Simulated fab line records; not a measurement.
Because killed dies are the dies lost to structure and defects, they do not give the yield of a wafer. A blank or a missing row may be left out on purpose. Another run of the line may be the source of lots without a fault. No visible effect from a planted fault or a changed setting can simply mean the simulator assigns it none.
Matching of chambers    flow nand-harc    4 sister chambers for NHARC_P_CONTACT_CMP_01 on cmp-03
The step polishes SiO2, target thk 200 nm. 4 wafers are shown with their chamber, then 7 later ones without.

## WAFERS WITH THEIR CHAMBER
wafer   chamber  motor-current-A (A)
L081.6  3        11.3
L085.3  0        12.9
L086.1  2        12.8
L086.2  1        10.9

## WAFERS MISSING THEIR CHAMBER
wafer   motor-current-A (A)
L086.6  11.8
L087.2  11.3
L087.3  11.2
L087.6  13.0
L092.2  13.0
L092.3  10.9
L092.5  12.3

## THE CHAMBER EACH PASSED THROUGH
wafer   from the rows above           in truth
L086.6  can't be placed: 3 or 1 or 2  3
L087.2  can't be placed: 3 or 1       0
L087.3  can't be placed: 3 or 1       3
L087.6  can't be placed: 0 or 2       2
L092.2  can't be placed: 0 or 2       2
L092.3  can't be placed: 1 or 3       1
L092.5  can't be placed: 2 or 0 or 3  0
Placed correctly: 0 of 7. Not placeable from these rows: 7 (in 6, the candidates include the true chamber). Wrongly placed: 0.
How it was worked out, from the rows above alone: a wafer's distance from a chamber is the root of the sum, over the readings, of the square of ((its reading less the chamber's mean) divided by the reading's scatter). The wafer belongs to the nearest chamber; if the next one is less than 2 further off, it can't be placed. For every chamber, the mean is computed from those of its wafers that are shown. The scatter (one wafer shown for each chamber): square how far every hidden wafer sits from the nearest shown wafer, average those squares and take the square root.
